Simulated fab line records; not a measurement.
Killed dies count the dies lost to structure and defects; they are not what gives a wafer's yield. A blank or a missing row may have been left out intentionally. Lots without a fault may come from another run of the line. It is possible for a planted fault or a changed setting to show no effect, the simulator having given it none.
The tool behind it: which one? | flow n5 finfet | 24 wafers from 8 lots sampled at 5 of the route's 1938 steps

== WHAT THE GAUGES SHOWED, per wafer ==
N5_BEOL_M4_RC_MEAS_101.
lot  | measured     | on        | IOFF_N (nA/um)
L894 | day 8 08:42  | prober-01 | 0.138 0.162 0.116
L898 | day 9 14:22  | prober-02 | 0.164 0.149 0.144
L899 | day 10 00:17 | prober-02 | 0.176 0.147 0.128
L902 | day 10 08:52 | prober-01 | 0.192 0.156 0.164
L903 | day 11 05:05 | prober-01 | 0.117 0.154 0.181
L904 | day 11 13:34 | prober-01 | 0.165 0.204 0.152
L911 | day 12 18:44 | prober-02 | 0.155 0.142 0.145
L916 | day 14 10:47 | prober-02 | 0.128 0.159 0.164

== WHICH TOOL RAN EACH LOT (tool, then ch and the chambers of the sampled wafers, then the start) ==
lot  | N5_BEOL_M0_SAQP_DESCUM_19         | N5_BEOL_M0_SAQP_ETCH_84           | N5_BEOL_M0_SAQP_SPACER1_ALD_98    | N5_BEOL_M0_SAQP_SPACER1_ETCHBACK_99
L894 | rie diel-03 ch 1,2,3, day 5 23:41 | rie diel-03 ch 1,2,3, day 5 23:48 | ald sin-02 ch 0,3, day 6 00:33    | rie diel-03 ch 1,2,3, day 6 01:04
L898 | rie diel-05 ch 1,2, day 7 03:34   | rie diel-05 ch 1,2, day 7 03:38   | ald sin-04 ch 0,1, day 7 06:31    | rie diel-03 ch 0,3, day 7 07:04
L899 | rie diel-06 ch 0,2,3, day 7 06:06 | rie diel-06 ch 0,2,3, day 7 06:11 | ald sin-02 ch 1,2,3, day 7 06:59  | rie diel-05 ch 0,2,3, day 7 07:28
L902 | rie diel-05 ch 0,1,2, day 7 16:16 | rie diel-05 ch 0,1,2, day 7 16:21 | ald sin-02 ch 0,2, day 7 17:52    | rie diel-06 ch 0,2, day 7 18:34
L903 | rie diel-03 ch 0,2,3, day 8 00:24 | rie diel-03 ch 0,2,3, day 8 00:29 | ald sin-01 ch 1,2,3, day 8 01:40  | rie diel-05 ch 1,2,3, day 8 02:09
L904 | rie diel-03 ch 0,1,3, day 8 04:17 | rie diel-03 ch 0,1,3, day 8 04:23 | ald sin-02 ch 0,1,3, day 8 05:11  | rie diel-06 ch 0,2,3, day 8 05:40
L911 | rie diel-06 ch 0,1,3, day 9 20:50 | rie diel-06 ch 0,1,3, day 9 20:55 | ald sin-01 ch 2,3, day 9 21:58    | rie diel-03 ch 1,2,3, day 9 22:31
L916 | rie diel-03 ch 2,3, day 11 09:08  | rie diel-03 ch 2,3, day 11 09:13  | ald sin-04 ch 0,1,2, day 11 10:44 | rie diel-06 ch 0,2,3, day 11 11:17
- N5_BEOL_M0_SAQP_DESCUM_19: chemistry O2, time 7.9 s.
- N5_BEOL_M0_SAQP_ETCH_84: etches SOC in N2/H2, target depth 100 nm, overetch 20 nm, time 150 s.
- N5_BEOL_M0_SAQP_SPACER1_ALD_98: deposits SiO2, target thk 12.8 nm, pulse time 1 s, purge time 2 s.
- N5_BEOL_M0_SAQP_SPACER1_ETCHBACK_99: etches SiO2 in CHF3/O2, target depth 15.4 nm, time 7.7 s.

== THE ANSWER, worked out from the rows above alone ==
Rule: the usual values come from the lots themselves. The widest of any qualifying gaps counts: lots, ordered by their means at a reading, are off when they make up no more than a third of the lots, leave a main group of 4 or more, and stand apart from it by 3 or more times the standard deviation of that group's means. The tables above print the reading to a certain number of digits; a main group whose means all agree to those digits is not used. Also off: a lot with no number at a reading for which 4 or more lots have one. Any other lot the step has rows for is counted as sound.
Off: L902, L904, seen at N5_BEOL_M4_RC_MEAS_101 (IOFF_N). Mean 0.148 nA/um and standard deviation 0.0045 in the main group.
A tool fits if, at a process step before that reading, it ran every lot that is off, and no sound lot after the first of them. Those tools and the gauges at N5_BEOL_M4_RC_MEAS_101 are tried in the same way. One fits: N5_BEOL_M0_SAQP_SPACER1_ALD_98 on ald sin-02. A fault onset in the window from L899 (day 7 06:59, its last sound lot) to L902 (day 7 17:52, its first lot off) fits.

== WHAT THE SIMULATOR PUT IN ==
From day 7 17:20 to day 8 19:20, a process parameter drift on ald sin-02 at N5_BEOL_M0_SAQP_SPACER1_ALD_98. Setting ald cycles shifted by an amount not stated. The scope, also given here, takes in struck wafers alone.
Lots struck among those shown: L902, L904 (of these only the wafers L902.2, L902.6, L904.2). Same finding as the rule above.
